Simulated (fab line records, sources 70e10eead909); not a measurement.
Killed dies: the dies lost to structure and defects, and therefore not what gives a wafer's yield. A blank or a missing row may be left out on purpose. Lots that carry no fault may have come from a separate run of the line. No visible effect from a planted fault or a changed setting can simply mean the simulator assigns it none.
What tool caused it?	flow nand_harc	Sampling: 12 lots, 36 wafers, 5 of 1159 route steps

WHAT EACH GAUGE READ, for each wafer
NHARC_A_SGD_CUT_THK_MEAS_22: measures by ellipsometry.
lot	measured	on	thk_nm (nm)
L074	day 13 23:48	film_metro-02	147.5 149.8 149.1
L077	day 14 11:57	film_metro-02	149.8 149.4 149.2
L078	day 15 11:07	film_metro-02	148.7 149.5 150.1
L082	day 16 02:21	film_metro-01	149.6 147.3 148.9
L084	day 16 14:23	film_metro-01	148.7 151.6 146.5
L087	day 17 07:18	film_metro-02	150.3 145.7 150.1
L086	day 17 07:27	film_metro-01	145.6 147.0 147.4
L088	day 17 17:55	film_metro-02	149.0 149.7 150.0
L091	day 18 06:05	film_metro-01	146.7 147.9 145.8
L093	day 19 10:59	film_metro-01	146.2 146.6 147.8
L094	day 19 11:08	film_metro-02	148.8 147.2 147.2
L097	day 20 05:28	film_metro-01	148.0 150.1 150.7

EACH LOT AND THE TOOL THAT RAN IT (in order: tool; ch and the chambers of the sampled wafers; start)
lot	NHARC_A_STAIRCASE_ETCH_444	NHARC_A_STAIRCASE_ETCHBACK_422	NHARC_A_STAIRCASE_DEP_471	NHARC_A_SGD_CUT_ETCH_59
L074	rie_diel-01 ch 0,2, day 13 14:16	rie_diel-01 ch 0,1,3, day 13 17:41	pecvd-03 ch 0,1,2, day 13 18:37	rie_diel-03 ch 0,1,2, day 13 23:48 or earlier
L077	rie_diel-09 ch 0,2,3, day 13 22:53	rie_diel-09 ch 0,1,2, day 14 02:16	pecvd-04 ch 0,1, day 14 02:56	rie_diel-13 ch 0,2,3, day 14 11:57 or earlier
L078	rie_diel-09 ch 0,1,2, day 14 20:50	rie_diel-01 ch 0,1,2, day 14 23:47	pecvd-04 ch 0,1,2, day 15 00:52	rie_diel-13 ch 0,1, day 15 11:07 or earlier
L082	rie_diel-01 ch 0,2, day 15 13:55	rie_diel-08 ch 2,3, day 15 17:53	pecvd-04 ch 0,1,2, day 15 18:37	rie_diel-03 ch 0,1,2, day 16 02:21 or earlier
L084	rie_diel-01 ch 0,1,2, day 16 02:04	rie_diel-08 ch 0,1,2, day 16 06:31	pecvd-03 ch 0,2, day 16 07:13	rie_diel-03 ch 1,2,3, day 16 14:23 or earlier
L087	rie_diel-08 ch 0,2,3, day 16 19:27	rie_diel-09 ch 0,1,2, day 16 23:10	pecvd-03 ch 0,1, day 16 23:59	rie_diel-03 ch 1,2,3, day 17 07:18 or earlier
L086	rie_diel-08 ch 2,3, day 16 21:07	rie_diel-01 ch 1,2, day 17 00:37	pecvd-03 ch 0,1,2, day 17 01:28	rie_diel-03 ch 0,2,3, day 17 07:27 or earlier
L088	rie_diel-09 ch 0,2,3, day 17 04:22	rie_diel-08 ch 0,1,3, day 17 08:01	pecvd-03 ch 0,1,2, day 17 08:45	rie_diel-13 ch 1,2,3, day 17 17:55 or earlier
L091	rie_diel-01 ch 0,1,3, day 17 17:20	rie_diel-09 ch 0,1,3, day 17 20:29	pecvd-01 ch 0,1, day 17 21:11	rie_diel-13 ch 1,2,3, day 18 06:05 or earlier
L093	rie_diel-01 ch 1,2, day 18 22:56	rie_diel-01 ch 2,3, day 19 02:47	pecvd-03 ch 0,1, day 19 03:42	rie_diel-02 ch 0,2,3, day 19 10:59 or earlier
L094	rie_diel-09 ch 1,2,3, day 18 23:02	rie_diel-08 ch 0,1,2, day 19 02:20	pecvd-01 ch 0,2, day 19 03:56	rie_diel-03 ch 2,3, day 19 11:08 or earlier
L097	rie_diel-08 ch 0,3, day 19 16:23	rie_diel-01 ch 0,1, day 19 20:01	pecvd-01 ch 0,1,2, day 19 20:41	rie_diel-03 ch 0,1,3, day 20 05:28 or earlier
- NHARC_A_STAIRCASE_ETCH_444: etches the open film in C4F8/O2, target depth 10200 nm, time 3400 s.
- NHARC_A_STAIRCASE_ETCHBACK_422: etches the open film in CH3F/O2, target depth 40 nm, time 74.286 s.
- NHARC_A_STAIRCASE_DEP_471: deposits SiO2, target thk 100 nm.
- NHARC_A_SGD_CUT_ETCH_59: etches the open film in N2/H2, target depth 260 nm, time 406.25 s.

THE ANSWER, worked out from the rows above alone
Rule: what is usual is taken from the lots themselves. Put in order of their means at a reading, lots are off if they are a third of the lots or fewer, leave a main group of 4 or more, and stand apart from it by a gap of 3 or more times the standard deviation of the main group's means; of several such gaps the widest counts. A main group is skipped when, at the precision printed for the reading in the tables above, its means are all equal. Also off: a lot with no number at a reading for which 4 or more lots have one. Any other lot the step has rows for is counted as sound.
Nothing can be told from this: no lot is off at any reading shown.

WHAT WAS PUT IN BY THE SIMULATOR
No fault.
